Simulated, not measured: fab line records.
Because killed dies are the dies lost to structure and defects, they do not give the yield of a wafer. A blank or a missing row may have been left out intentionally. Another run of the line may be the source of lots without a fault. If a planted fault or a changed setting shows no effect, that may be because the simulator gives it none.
Chamber matching    flow nand-harc    NHARC_A_STAIRCASE_ALD_415 on ald-hk-03: 4 sister chambers
The step deposits SiO2, target thk 30 nm, pulse time 6 s, ald cycles 300. 16 wafers are shown with their chamber, then 8 later ones without.

## WAFERS WITH THEIR CHAMBER
wafer   chamber  heater-power-w (W)  heater-power-outer-w (W)  precursor-pulse-height-rel
L077.1  1        441                 260                       1.021
L077.3  3        498                 258                       0.972
L077.5  1        435                 260                       0.995
L078.2  1        436                 260                       0.991
L078.3  3        509                 263                       0.986
L078.4  2        437                 239                       0.995
L081.2  1        430                 261                       0.980
L081.5  3        512                 249                       1.035
L081.6  0        467                 254                       1.020
L084.1  1        433                 255                       0.990
L084.3  2        433                 236                       0.967
L084.6  1        434                 261                       1.036
L087.2  3        515                 264                       0.996
L087.3  0        460                 251                       1.025
L087.5  0        464                 247                       1.027
L089.2  2        440                 239                       0.986

SIGNATURES (averages over the wafers above)
reading                     chamber 0  chamber 1  chamber 2  chamber 3  scatter within a chamber
heater-power-w              463.67     434.83     436.67     508.50     4.84
heater-power-outer-w        250.67     259.50     238.00     258.50     4.05
precursor-pulse-height-rel  1.02400    1.00217    0.98267    0.99725    0.0203
Rule: for a wafer and a chamber, the distance is found by dividing, reading by reading, the gap between the wafer's reading and the chamber's mean by the reading's scatter, squaring, summing and taking the root. The wafer belongs to the nearest chamber; if the next one is less than 2 further off, it can't be placed. The scatter: the root of (the sum of the squares of (reading less its chamber's mean) over the shown wafers, divided by (wafers less chambers)).

## WAFERS WHOSE CHAMBER IS MISSING
wafer   heater-power-w (W)  heater-power-outer-w (W)  precursor-pulse-height-rel
L089.3  474                 252                       0.994
L089.4  453                 261                       0.997
L094.1  438                 265                       0.998
L094.2  428                 233                       1.039
L094.4  492                 259                       0.971
L093.1  433                 236                       1.004
L093.4  498                 262                       1.021
L093.6  485                 261                       1.026

## EACH ONE'S CHAMBER
wafer   from the rows above      in truth
L089.3  0                        0
L089.4  can't be placed: 0 or 1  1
L094.1  1                        1
L094.2  2                        2
L094.4  3                        3
L093.1  2                        2
L093.4  3                        3
L093.6  can't be placed: 0 or 3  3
Correct placement for 6 of the 8. From these rows, 2 cannot be placed; in 2 the true chamber is one of the candidates. Wrongly placed: 0.
